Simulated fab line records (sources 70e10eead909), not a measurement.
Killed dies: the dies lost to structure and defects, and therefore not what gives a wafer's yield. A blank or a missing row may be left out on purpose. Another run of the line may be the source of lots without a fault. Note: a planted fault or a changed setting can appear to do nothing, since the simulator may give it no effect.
fab line records	flow nand-harc	part 1 of 2: steps 1 to 25 of 38
[record] lots = 5	wafers = 15	last-day = 30
route steps=1302 shown A_M0@1144 A_M1@1169
lots that met no fault: from a run of the same line without faults
start-h: the number of hours between the record's first day and the start of the first shown wafer of the lot	wait-h: hours since the lot's step before	" as in the row above	L1.1+2: several wafers, shown together as one row	- no value, or no start given	* or withheld: withheld	< > ~ a bound
route shown NAME@n: a module of which the file shows steps, and the number in the route of the first	usual: average and standard deviation across the fault-free wafers	same: alike in all rows	chamber/n: place in a boat	sites: each site's reading	_std_site: how widely they spread, as a standard deviation	_edge_site: the outer-site mean with the inner-site mean subtracted	radius-mm: for every site, how far away it sits from the centre of the wafer	mask NAME#n: copy n	behind: the last tool/chamber to shape the wafer	hold: the reason the lot was held/the length of the hold in hours/how it ended	device: transistor that didn't switch, given as n, p or np	end of line: tests of these same wafers at the route's end	step lacking rows: just its recipe	killed: dies that structure and defects cost at the first sort, which is not the same as the wafer's yield	map: per-die view of a wafer (x killed, . not killed, _ where there is no die)
set.NAME: setting as actually run; set.NAME@STEP: the setting as run at that earlier step	model.NAME: the simulator's own value behind a step, which no gauge read
lots at selected steps of the route; one table per step, one row per wafer
services: when a tool's chamber went out of use (start-h, in hours from the record's first day, below 0 if earlier), for how many hours, and the reason
[[steps]]
[step NHARC_A_M0_EXPOSE_06]
[recipe] na = 1.35	target-cd-nm = 80	dose-mj = 83.25	mask-id = A_M0
lot.wafer	tool	chamber	start-h	wait-h	mask
L077.1+2+3	arfi-scanner-01	0	541.63	-	A_M0#0
L078.2+4+5	arfi-scanner-02	0	550.82	-	A_M0#0
L080.4+5+6	arfi-scanner-03	0	572.07	-	A_M0#0
L083.3+4+6	arfi-scanner-02	0	621.31	-	A_M0#0
L089.1+3+6	arfi-scanner-01	0	675.61	-	A_M0#0
[step NHARC_A_M0_PEB_07]
[recipe] peb-temp-c = 100	peb-time-s = 65
[usual] plate-temp-C = 99.98/0.13
[same] peb-time-s = 65
lot.wafer	tool	chamber	start-h	wait-h	plate-temp-C
L077.1	litho-track-01	0	541.69	0.1	99.91
L077.2	"	0	"	"	99.94
L077.3	"	0	"	"	99.94
L078.2	litho-track-06	0	550.87	0.1	100.05
L078.4	"	0	"	"	100.04
L078.5	"	0	"	"	99.89
L080.4	litho-track-06	0	572.12	0.0	99.95
L080.5	"	0	"	"	100.05
L080.6	"	0	"	"	100.00
L083.3	litho-track-04	0	621.36	0.0	100.15
L083.4	"	0	"	"	100.13
L083.6	"	0	"	"	100.09
L089.1	litho-track-01	0	675.67	0.1	99.88
L089.3	"	0	"	"	99.99
L089.6	"	0	"	"	99.98
[step NHARC_A_M0_DEVELOP_08]
[recipe] develop-time-s = 35	dev-temp-c = 23
lot.wafer	tool	chamber	start-h	wait-h
L077.1+2+3	litho-track-01	0	-	-
L078.2+4+5	litho-track-06	0	-	-
L080.4+5+6	litho-track-06	0	-	-
L083.3+4+6	litho-track-04	0	-	-
L089.1+3+6	litho-track-01	0	-	-
[step NHARC_A_M0_CD_MEAS_09]
[recipe] target-cd-nm = 80	landing-energy-ev = 500
[usual] cd-nm = 79.8/0.72
lot.wafer	tool	chamber	start-h	wait-h	cd-nm
L077.1	cd-sem-02	0	541.76	-	79.6
L077.2	"	0	"	"	78.9
L077.3	"	0	"	"	79.1
L078.2	cd-sem-03	0	550.95	-	79.3
L078.4	"	0	"	"	81.2
L078.5	"	0	"	"	80.7
L080.4	cd-sem-02	0	572.21	-	78.3
L080.5	"	0	"	"	79.2
L080.6	"	0	"	"	78.7
L083.3	cd-sem-03	0	621.45	-	79.9
L083.4	"	0	"	"	80.6
L083.6	"	0	"	"	79.4
L089.1	cd-sem-01	0	675.75	-	80.2
L089.3	"	0	"	"	79.7
L089.6	"	0	"	"	79.2
[step NHARC_A_M0_OVL_MEAS_10]
[recipe] pitch-nm = 160
[usual] overlay-x-nm = 0.0/0.71	overlay-y-nm = 0.3/0.87
lot.wafer	tool	chamber	start-h	wait-h	overlay-x-nm	overlay-y-nm
L077.1	overlay-02	-	541.85	-	-0.1	0.8
L077.2	"	-	"	"	0.0	0.6
L077.3	"	-	"	"	0.2	0.3
L078.2	overlay-01	-	551.04	-	1.1	-1.5
L078.4	"	-	"	"	1.0	-1.2
L078.5	"	-	"	"	1.1	-1.4
L080.4	overlay-02	-	572.29	-	0.0	0.9
L080.5	"	-	"	"	0.1	0.6
L080.6	"	-	"	"	-0.5	1.3
L083.3	overlay-02	-	621.53	-	0.2	-0.3
L083.4	"	-	"	"	-0.4	-0.5
L083.6	"	-	"	"	0.6	-0.1
L089.1	overlay-02	-	675.84	-	1.0	-0.8
L089.3	"	-	"	"	0.6	-0.2
L089.6	"	-	"	"	0.4	0.2
[step NHARC_A_M0_INSPECT_11]
[usual] raw-defect-count = 89/32
lot.wafer	tool	chamber	start-h	wait-h	raw-defect-count
L077.1	defect-inspect-01	-	541.89	0.0	119
L077.2	"	-	"	"	134
L077.3	"	-	"	"	124
L078.2	defect-inspect-02	-	551.08	0.0	177
L078.4	"	-	"	"	148
L078.5	"	-	"	"	144
L080.4	defect-inspect-02	-	572.33	0.0	65
L080.5	"	-	"	"	62
L080.6	"	-	"	"	61
L083.3	defect-inspect-01	-	621.57	0.0	68
L083.4	"	-	"	"	90
L083.6	"	-	"	"	83
L089.1	defect-inspect-02	-	675.87	0.0	64
L089.3	"	-	"	"	54
L089.6	"	-	"	"	50
[step NHARC_A_M0_DESCUM_14]
[recipe] time-s = 3	o2-flow-sccm = 200	ar-flow-sccm = 0	bias-power-w = 0	chemistry = O2
[usual] drypump-motor-current-A = 5.9/0.33	oes-product-au = 0.996/0.011	rf-vpp-V = 57.8/0.87	showerhead-plenum-p-Torr = 1.95/0.093	throttle-valve-pct = 11.311/0.0096
lot.wafer	tool	chamber	start-h	wait-h	drypump-motor-current-A	oes-product-au	rf-hours-counter-h	rf-vpp-V	showerhead-plenum-p-Torr	throttle-valve-pct
L077.2	rie-diel-09	3	541.96	0.1	5.9	1.008	1.5	58.5	2.06	11.299
L077.3	"	0	"	"	6.1	0.986	1.3	58.6	1.86	11.318
L077.1	"	1	"	"	6.3	1.020	1.1	57.0	1.94	11.301
L078.2	rie-diel-09	0	551.14	0.1	6.1	0.972	1.8	58.6	1.86	11.323
L078.4	"	2	"	"	6.1	0.986	2.3	58.4	2.05	11.329
L078.5	"	3	"	"	5.9	1.001	-	59.0	2.06	11.317
L080.4	rie-diel-09	0	572.39	0.1	6.1	0.976	3.2	56.7	1.86	11.299
L080.6	"	0	"	"	6.1	0.976	-	57.3	1.86	11.303
L080.5	"	1	"	"	6.3	1.018	-	58.0	1.94	11.320
L083.3	rie-diel-07	2	621.63	0.1	5.5	1.003	8.8	57.5	2.04	11.304
L083.4	"	0	"	"	6.1	0.979	8.6	56.8	1.93	11.335
L083.6	"	2	"	"	5.5	1.006	-	58.7	2.04	11.314
L089.3	rie-diel-07	0	675.93	0.1	6.0	1.010	1.7	58.0	1.93	11.314
L089.1	"	3	"	"	6.2	0.987	1.4	58.3	1.82	11.308
L089.6	"	1	"	"	5.9	0.991	-	57.5	2.05	11.315
[step NHARC_A_M0_ETCH_34]
[recipe] target-depth-a = 400	overetch-a = 120	time-s = 43.94	ion-energy-ev = 200	n2-flow-sccm = 150	h2-flow-sccm = 150	ar-flow-sccm = 0	rf-w = 400	bias-w = 150	chemistry = N2/H2
[usual] drypump-motor-current-A = 5.9/0.32	oes-product-au = 0.997/0.011	rf-vpp-V = 431.7/2.8	showerhead-plenum-p-Torr = 2.09/0.1	throttle-valve-pct = 14.171/0.0085
lot.wafer	tool	chamber	start-h	wait-h	drypump-motor-current-A	oes-product-au	rf-hours-counter-h	rf-vpp-V	showerhead-plenum-p-Torr	throttle-valve-pct
L077.2	rie-diel-09	3	542.04	0.1	5.9	0.997	1.5	435.0	2.20	14.158
L077.3	"	0	"	"	6.1	0.985	1.3	428.9	1.99	14.176
L077.1	"	1	"	"	6.3	1.008	1.1	430.5	2.07	14.178
L078.2	rie-diel-09	1	551.22	0.1	6.3	1.007	1.6	431.6	2.07	14.181
L078.4	"	0	"	"	6.1	0.971	1.8	429.3	1.99	14.165
L078.5	"	2	"	"	6.1	0.998	-	434.6	2.19	14.167
L080.4	rie-diel-09	1	572.47	0.1	6.3	1.020	3.3	431.1	2.07	14.174
L080.6	"	1	"	"	6.3	1.020	-	431.8	2.07	14.168
L080.5	"	2	"	"	6.0	0.995	-	433.8	2.19	14.169
L083.3	rie-diel-07	2	621.71	0.1	5.5	1.002	8.8	434.0	2.18	14.191
L083.4	"	1	"	"	5.9	0.992	8.8	434.5	2.19	14.166
L083.6	"	2	"	"	5.5	1.010	-	434.2	2.18	14.169
L089.1	rie-diel-07	0	676.03	0.1	6.0	1.000	1.7	431.0	2.05	14.177
L089.3	"	2	"	"	5.4	1.005	1.4	434.6	2.18	14.175
L089.6	"	3	"	"	6.2	0.986	-	427.8	1.94	14.174
[step NHARC_A_M0_ETCH_15]
[recipe] target-depth-a = 1500	overetch-a = 150	time-s = 82.5	c4f8-flow-sccm = withheld	ar-flow-sccm = 400	rf-w = 600	bias-w = 300	chemistry = C4F8/Ar
[usual] oes-product-au = 0.956/0.021	rf-vpp-V = 442.1/3
lot.wafer	tool	chamber	start-h	wait-h	oes-product-au	rf-hours-counter-h	rf-vpp-V
L077.3	rie-diel-09	3	-	-	0.950	1.6	444.6
L077.1	"	0	"	"	0.944	1.4	439.1
L077.2	"	1	"	"	0.989	1.2	442.6
L078.2	rie-diel-09	2	-	-	0.965	2.3	445.5
L078.4	"	0	"	"	0.928	1.8	439.7
L078.5	"	2	"	"	0.967	-	444.7
L080.4	rie-diel-09	3	-	-	0.972	3.6	444.2
L080.5	"	3	"	"	0.963	-	445.4
L080.6	"	0	"	"	0.932	-	438.8
L083.3	rie-diel-07	2	-	-	0.967	8.8	444.2
L083.4	"	3	"	"	0.967	9.1	440.0
L083.6	"	0	"	"	0.959	-	443.0
L089.3	rie-diel-07	0	-	-	0.961	1.8	442.0
L089.1	"	3	"	"	0.973	1.4	438.0
L089.6	"	1	"	"	0.974	-	444.4
[step NHARC_A_M0_CD_MEAS_16]
[usual] cd-nm = 79.6/0.95
lot.wafer	tool	chamber	start-h	wait-h	cd-nm
L077.1	cd-sem-01	-	542.25	-	79.6
L077.2	"	-	"	"	78.8
L077.3	"	-	"	"	78.8
L078.2	cd-sem-03	-	551.44	-	79.3
L078.4	"	-	"	"	80.9
L078.5	"	-	"	"	80.8
L080.4	cd-sem-01	-	572.70	-	78.7
L080.5	"	-	"	"	79.0
L080.6	"	-	"	"	79.0
L083.3	cd-sem-03	-	621.93	-	81.0
L083.4	"	-	"	"	79.9
L083.6	"	-	"	"	80.3
L089.1	cd-sem-03	-	676.23	-	81.3
L089.3	"	-	"	"	78.9
L089.6	"	-	"	"	79.5
[step NHARC_A_M0_STRIP_18]
[recipe] power-w = 1000	n2-flow-sccm = 150	h2-flow-sccm = 150	ar-flow-sccm = 0	bias-w = 0	chemistry = N2/H2
[usual] drypump-motor-current-A = 5.9/0.33	oes-product-au = 0.998/0.01	rf-vpp-V = 90.9/1.1	showerhead-plenum-p-Torr = 2.08/0.11	throttle-valve-pct = 14.171/0.0099
lot.wafer	tool	chamber	start-h	wait-h	drypump-motor-current-A	oes-product-au	rf-hours-counter-h	rf-vpp-V	showerhead-plenum-p-Torr	throttle-valve-pct
L077.3	rie-diel-07	0	542.32	0.1	6.0	0.987	4.2	91.0	2.06	14.159
L077.1	"	2	"	"	5.5	1.004	4.5	91.6	2.18	14.168
L077.2	"	3	"	"	6.2	1.003	4.1	89.0	1.94	14.170
L078.4	rie-diel-09	0	551.56	0.1	6.1	0.977	1.9	89.3	1.99	14.184
L078.2	"	1	"	"	6.3	1.018	1.6	89.6	2.07	14.177
L078.5	"	2	"	"	6.0	0.997	-	90.5	2.19	14.181
L080.4	rie-diel-10	2	572.81	0.1	4.7	0.995	5.3	90.7	2.16	14.161
L080.5	"	0	"	"	5.9	1.009	-	89.2	1.89	14.155
L080.6	"	1	"	"	5.8	1.000	-	90.9	2.08	14.172
L083.4	rie-diel-09	2	622.07	0.1	6.1	0.982	6.1	92.2	2.19	14.170
L083.3	"	3	"	"	5.9	0.989	5.9	90.9	2.20	14.174
L083.6	"	0	"	"	6.1	0.990	-	91.7	1.98	14.164
L089.1	rie-diel-07	3	676.33	0.1	6.2	0.986	1.4	91.4	1.94	14.157
L089.3	"	0	"	"	6.0	0.993	1.8	90.3	2.05	14.172
L089.6	"	3	"	"	6.2	0.988	-	91.1	1.94	14.170
[step NHARC_A_M0_STRIP_19]
[recipe] time-s = 600	temp-c = 30	chemistry = post-etch-residue-remover
lot.wafer	tool	chamber	start-h	wait-h
L077.3+1+2	wet-bench-05	7,1,2	542.59	-
L078.2+4+5	wet-bench-01	5,0,1	551.79	-
L080.5+4+6	wet-bench-01	7,2,3	573.04	-
L083.6+3+4	wet-bench-09	7,1,2	622.30	-
L089.6+3+1	wet-bench-01	7,1,2	676.59	-
[step NHARC_A_M0_DEGAS_28]
[recipe] temp-c = 250	time-s = 60
[usual] heater-power-w = 348/23
lot.wafer	tool	chamber	start-h	wait-h	heater-power-w
L077.1	pvd-sputter-02	-	542.86	-	370
L077.2	"	-	"	"	381
L077.3	"	-	"	"	322
L078.4	pvd-sputter-01	-	552.06	-	336
L078.2	"	-	"	"	353
L078.5	"	-	"	"	332
L080.4	pvd-sputter-01	-	573.32	-	330
L080.6	"	-	"	"	338
L080.5	"	-	"	"	336
L083.3	pvd-sputter-01	-	622.56	-	337
L083.4	"	-	"	"	390
L083.6	"	-	"	"	344
L089.1	pvd-sputter-01	-	676.85	-	346
L089.3	"	-	"	"	327
L089.6	"	-	"	"	344
[step NHARC_A_M0_PRE_CLEAN_29]
[recipe] time-s = 30	temp-c = 280	gas = H2/He
[usual] heater-power-w = 427/28
lot.wafer	tool	chamber	start-h	wait-h	heater-power-w
L077.3	pvd-sputter-02	-	-	-	394
L077.2	"	-	"	"	466
L077.1	"	-	"	"	472
L078.2	pvd-sputter-01	-	-	-	412
L078.4	"	-	"	"	446
L078.5	"	-	"	"	435
L080.4	pvd-sputter-01	-	-	-	422
L080.5	"	-	"	"	415
L080.6	"	-	"	"	414
L083.3	pvd-sputter-01	-	-	-	420
L083.4	"	-	"	"	395
L083.6	"	-	"	"	474
L089.3	pvd-sputter-01	-	-	-	411
L089.1	"	-	"	"	483
L089.6	"	-	"	"	412
[step NHARC_A_M0_PVD_20]
[recipe] target-thk-a = 50	bias-v = 168.6	power-w = 15000	chamber-pressure-pa = 0.12	time-s = 8.06	substrate-temp-c = 50	material = TaN
[usual] chamber-pressure-pa = 0.12001/0.00024	throttle-valve-pct = 30.4/1
lot.wafer	tool	chamber	start-h	wait-h	chamber-pressure-pa	throttle-valve-pct
L077.1	pvd-sputter-02	-	-	-	0.12001	31.3
L077.2	"	-	"	"	0.12017	30.5
L077.3	"	-	"	"	0.12036	30.9
L078.2	pvd-sputter-01	-	-	-	0.12014	29.1
L078.4	"	-	"	"	0.11995	30.1
L078.5	"	-	"	"	0.12038	30.1
L080.4	pvd-sputter-01	-	-	-	0.11962	32.1
L080.5	"	-	"	"	0.12009	30.3
L080.6	"	-	"	"	0.12027	32.1
L083.3	pvd-sputter-01	-	-	-	0.11981	28.2
L083.4	"	-	"	"	0.11986	31.9
L083.6	"	-	"	"	0.12007	29.7
L089.1	pvd-sputter-01	-	-	-	0.12016	28.0
L089.3	"	-	"	"	0.12034	29.9
L089.6	"	-	"	"	0.12005	32.0
[step NHARC_A_M0_PVD_21]
[recipe] target-thk-a = 300	chamber-pressure-pa = 5	power-w = 5000	substrate-temp-c = 30	time-s = 20.49	material = Cu
[usual] chamber-pressure-pa = 5.000/0.0096	throttle-valve-pct = 30.5/1
lot.wafer	tool	chamber	start-h	wait-h	chamber-pressure-pa	throttle-valve-pct
L077.3	pvd-sputter-02	-	-	-	5.000	30.8
L077.1	"	-	"	"	4.998	31.2
L077.2	"	-	"	"	4.987	30.8
L078.2	pvd-sputter-01	-	-	-	4.994	30.4
L078.4	"	-	"	"	5.011	32.1
L078.5	"	-	"	"	5.023	29.2
L080.4	pvd-sputter-01	-	-	-	5.020	30.2
L080.5	"	-	"	"	5.017	30.4
L080.6	"	-	"	"	4.989	31.9
L083.3	pvd-sputter-01	-	-	-	4.986	28.1
L083.4	"	-	"	"	5.003	29.7
L083.6	"	-	"	"	5.002	31.7
L089.1	pvd-sputter-01	-	-	-	4.990	29.6
L089.3	"	-	"	"	4.998	30.8
L089.6	"	-	"	"	4.996	31.8
[step NHARC_A_M0_ECD_22]
[recipe] target-thk-a = 4000	bath-temp-c = 25	material = Cu
lot.wafer	tool	chamber	start-h	wait-h
L077.1+2+3	ecd-cu-01	0,1,0	543.22	-
L078.2+4+5	ecd-cu-01	1,0,1	552.42	-
L080.4+5+6	ecd-cu-01	0,0,1	573.76	-
L083.4+3+6	ecd-cu-01	0,1,1	623.02	-
L089.1+3+6	ecd-cu-02	1	677.21	-
[step NHARC_A_M0_ANNEAL_30]
[recipe] temp-c = 225	time-s = 90
[usual] wafer_temp_C_max = 226.00/0.25
lot.wafer	tool	chamber	start-h	wait-h	wafer_temp_C_max
L077.1	rtp-anneal-01	0	543.60	-	225.89
L077.2	"	0	"	"	225.92
L077.3	"	0	"	"	225.59
L078.2	rtp-anneal-02	0	552.85	0.4	225.84
L078.4	"	0	"	"	225.69
L078.5	"	0	"	"	225.90
L080.4	rtp-anneal-01	0	574.20	0.4	226.35
L080.5	"	0	"	"	225.69
L080.6	"	0	"	"	226.32
L083.3	rtp-anneal-02	0	623.40	0.3	225.80
L083.4	"	0	"	"	225.62
L083.6	"	0	"	"	225.94
L089.1	rtp-anneal-01	0	677.59	0.3	226.01
L089.3	"	0	"	"	225.90
L089.6	"	0	"	"	225.86
[step NHARC_A_M0_CMP_23]
[recipe] t-overpolish-s = 20	target-thk-nm = 113.75
[usual] motor-current-A = 12.0/0.75	time-to-endpoint-s = 29.3/2.6
lot.wafer	tool	chamber	start-h	wait-h	motor-current-A	time-to-endpoint-s
L077.1	cmp-04	0	543.94	-	12.5	26.8
L077.3	"	1	"	"	12.9	30.1
L077.2	"	2	"	"	11.5	29.2
L078.4	cmp-01	0	553.14	-	12.3	32.1
L078.2	"	2	"	"	10.9	31.0
L078.5	"	0	"	"	11.8	28.9
L080.4	cmp-01	0	574.45	-	12.7	30.7
L080.6	"	2	"	"	11.5	29.2
L080.5	"	3	"	"	12.9	30.9
L083.3	cmp-04	3	623.67	-	11.4	25.7
L083.4	"	1	"	"	13.4	28.1
L083.6	"	2	"	"	11.7	29.9
L089.1	cmp-03	0	677.93	-	11.6	30.6
L089.3	"	1	"	"	12.6	26.3
L089.6	"	1	"	"	12.4	25.1
[step NHARC_A_M0_THK_MEAS_24]
[recipe] thk-meas-gauge = xrf
[usual] thk-nm = 114.0/1.6
lot.wafer	tool	chamber	start-h	wait-h	thk-nm
L077.1	film-metro-01	-	544.26	-	115.6
L077.2	"	-	"	"	115.6
L077.3	"	-	"	"	111.9
L078.2	film-metro-02	-	553.46	-	113.2
L078.4	"	-	"	"	115.8
L078.5	"	-	"	"	115.6
L080.4	film-metro-02	-	574.71	-	114.7
L080.5	"	-	"	"	114.8
L080.6	"	-	"	"	113.7
L083.3	film-metro-01	-	623.96	-	111.8
L083.4	"	-	"	"	114.0
L083.6	"	-	"	"	113.9
L089.1	film-metro-02	-	678.25	-	117.4
L089.3	"	-	"	"	111.8
L089.6	"	-	"	"	115.9
[step NHARC_A_M0_SRD_25]
lot.wafer	tool	chamber	start-h	wait-h
L077.2+3+1	wet-bench-10	7,1,3	544.30	0.0
L078.4+2+5	wet-bench-08	7,2,3	553.50	0.0
L080.6+4+5	wet-bench-10	1,3,5	574.75	0.0
L083.3+6+4	wet-bench-10	3,5,7	624.00	0.0
L089.6+3+1	wet-bench-10	4,6,7	678.29	0.0
[step NHARC_A_M0_INSPECT_27]
[usual] raw-defect-count = 510/110
lot.wafer	tool	chamber	start-h	wait-h	raw-defect-count
L077.1	defect-inspect-01	-	544.41	0.0	582
L077.2	"	-	"	"	502
L077.3	"	-	"	"	519
L078.2	defect-inspect-01	-	553.61	0.0	654
L078.4	"	-	"	"	695
L078.5	"	-	"	"	695
L080.4	defect-inspect-01	-	574.86	0.0	346
L080.5	"	-	"	"	393
L080.6	"	-	"	"	347
L083.3	defect-inspect-01	-	624.12	0.0	440
L083.4	"	-	"	"	535
L083.6	"	-	"	"	479
L089.1	defect-inspect-02	-	678.41	0.0	655
L089.3	"	-	"	"	690
L089.6	"	-	"	"	534
[step NHARC_A_M0_PRE_CLEAN_31]
[recipe] time-s = 12	temp-c = 370	rf-power-w = 300	gas = NH3
[usual] heater-power-outer-w = 354/56	heater-power-w = 600/77
lot.wafer	tool	chamber	start-h	wait-h	heater-power-outer-w	heater-power-w
L077.1	pecvd-01	1	544.48	0.1	370	650
L077.3	"	2	"	"	336	586
L077.2	"	0	"	"	397	634
L078.2	pecvd-01	2	553.77	0.2	301	557
L078.4	"	1	"	"	357	626
L078.5	"	0	"	"	384	616
L080.4	pecvd-02	0	574.97	0.1	392	662
L080.6	"	1	"	"	378	599
L080.5	"	2	"	"	334	553
L083.3	pecvd-02	2	624.18	0.1	381	641
L083.6	"	2	"	"	383	638
L083.4	"	1	"	"	326	515
L089.3	pecvd-02	1	678.48	0.1	329	536
L089.1	"	0	"	"	430	715
L089.6	"	2	"	"	374	648
[step NHARC_A_M0_DEP_32]
[recipe] target-thk-a = 300	temp-c = 370	target-thk-nm = 30	pressure-torr = 3	flow-sccm = 200	rf-w = 450	material = SiCN
[usual] heater-power-outer-w = 318/53	heater-power-w = 551/70
lot.wafer	tool	chamber	start-h	wait-h	heater-power-outer-w	heater-power-w
L077.1	pecvd-01	1	544.56	0.1	268	519
L077.3	"	2	"	"	279	521
L077.2	"	0	"	"	372	618
L078.2	pecvd-01	2	553.88	0.1	311	563
L078.4	"	1	"	"	325	583
L078.5	"	0	"	"	338	576
L080.4	pecvd-02	0	575.14	0.2	398	654
L080.6	"	1	"	"	275	458
L080.5	"	2	"	"	348	607
L083.3	pecvd-02	2	624.26	0.1	349	600
L083.6	"	2	"	"	358	599
L083.4	"	1	"	"	301	476
L089.3	pecvd-02	1	678.56	0.1	262	432
L089.1	"	0	"	"	303	555
L089.6	"	2	"	"	358	614
[step NHARC_A_M1_DEP_00]
[recipe] target-thk-a = 1825	target-thk-nm = 182.5	temp-c = withheld	pressure-torr = 5	flow-sccm = 200	rf-w = 600	material = SiOC
lot.wafer	tool	chamber	start-h	wait-h
L077.2+1+3	pecvd-03	0,1,0	544.97	-
L078.2+5+4	pecvd-02	1,1,2	554.25	-
L080.6+5+4	pecvd-03	1,2,0	575.55	-
L083.3+4+6	pecvd-02	1,1,0	-	-
L089.3+1+6	pecvd-03	0,1,2	679.02	-
